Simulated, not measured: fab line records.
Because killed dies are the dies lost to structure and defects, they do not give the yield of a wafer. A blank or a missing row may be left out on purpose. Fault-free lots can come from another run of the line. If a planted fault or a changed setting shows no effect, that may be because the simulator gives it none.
Comparing a struck lot with a sound one / flow n5 finfet / 15 out of 1938 route steps
Sound: these wafers, L222.1, L222.2, L222.4. Struck: wafer L224.4. (L224.1, L224.3 of the same lot were not struck and are left out.) The cause comes at the end.
Order at every step that has rows: each side's tool, ch and its chambers, its first start. Under that, the readings that differ: sound wafers / struck wafers / difference of the means / sigmas: that difference in standard deviations of wafers without a fault.
alike: words and numbers the same on both sides, and readings whose means are apart by under 2 such deviations; not compared: readings that were withheld, readings missing a value for some wafer, numbers with overlapping values and no deviation given by the record, and bounds like >300 which may hide the same value.
Wherever a step has rows on one side only, a row that says differs or no value, or a row with sigmas, the two part there. Non-overlapping numbers with no deviation appear without sigmas and do not part them. Lack of a reading on every wafer of one side parts them only where that side has two or more wafers.

first, 7 steps without rows for these wafers: N5_BEOL_M2_COAT_73 (time 60 s, resist thk 5 nm); N5_BEOL_M2_COAT_05 (resist thk 30 nm); N5_BEOL_M2_EBR_07; N5_BEOL_M2_SOFTBAKE_06 (time 60 s); N5_BEOL_M2_EXPOSE_08 (exposes mask M2); N5_BEOL_M2_PEB_09 (peb time 60 s); N5_BEOL_M2_DEVELOP_10 (develop time 30 s).
N5_BEOL_M2_CD_MEAS_11: target cd 16.79 nm.
  sound on cd sem-01 ch 0, day 8 02:41; struck on cd sem-01 ch 0, day 8 08:04
  alike: cd nm
N5_BEOL_M2_OVL_MEAS_12:
  sound on overlay-02 ch 0, day 8 02:43; struck on overlay-02 ch 0, day 8 08:05
  alike: M2_OVL
N5_BEOL_M2_INSPECT_13: inspects for defects (brightfield).
  sound on defect inspect-01 at day 8 02:46; struck on defect inspect-01 at day 8 08:09
  alike: raw defect count
N5_BEOL_M2_DESCUM_16: chemistry O2, time 7 s.
  sound on rie diel-06 ch 0,2,3, day 8 03:15; struck on rie diel-06 ch 0, day 8 08:12
  alike: drypump motor current A, oes product au, rf vpp V, showerhead plenum p Torr, throttle valve pct
  not compared: rf hours counter h
N5_BEOL_M2_ETCH_74: etches underlayer in N2/H2, target depth 6.5 nm, time 5.2 s.
  sound on rie diel-06 ch 0,2,3, day 8 03:17; struck on rie diel-06 ch 0, day 8 08:14
  alike: drypump motor current A, etch rf on time s, oes product au, rf vpp V, showerhead plenum p Torr, throttle valve pct
  not compared: rf hours counter h
N5_BEOL_M2_ETCH_63: etches SiARC in CF4, target depth 15.6 nm, time 26 s.
  sound on rie diel-06 ch 0,2,3, day 8 03:18; struck on rie diel-06 ch 0, day 8 08:16
reading=etch rf on time s (s); sound=26.3 26.0 26.1; struck=38.8; difference=+12.7; sigmas=+33
reading=oes product au (a.u.); sound=0.63 0.68 0.62; struck=0.52; difference=-0.12; sigmas=-2
  alike: drypump motor current A, mfc ar sccm, rf vpp V, showerhead plenum p Torr, throttle valve pct
  not compared: rf hours counter h
N5_BEOL_M2_ETCH_64: etches SOC in N2/H2, target depth 75 nm, overetch 22.5 nm, time 121.9 s.
  sound on rie diel-06 ch 0,2,3, day 8 03:20; struck on rie diel-06 ch 0, day 8 08:17
  alike: drypump motor current A, oes product au, rf vpp V, showerhead plenum p Torr, throttle valve pct
  not compared: rf hours counter h
N5_BEOL_M4_RC_MEAS_101:
  sound on prober-02 ch 0, day 10 02:01; struck on prober-02 ch 0, day 10 04:49
reading=IOFF_P (nA/um); sound=0.264 0.220 0.224; struck=0.180; difference=-0.056; sigmas=-2
reading=VT_P (mV); sound=-244.1 -247.2 -246.0; struck=-252.6; difference=-6.8; sigmas=-2
  alike: DIBL_N, DIBL_P, IOFF_N, ION_N, ION_P, SS_N, SS_P, VT_N

## WHERE THEY PART
Earliest at N5_BEOL_M2_ETCH_63; latest, in this record, at N5_BEOL_M4_RC_MEAS_101.

WHY: what had been put in by the simulator
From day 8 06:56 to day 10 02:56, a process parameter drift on rie diel-06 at N5_BEOL_M2_ETCH_63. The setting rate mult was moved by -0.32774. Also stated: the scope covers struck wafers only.
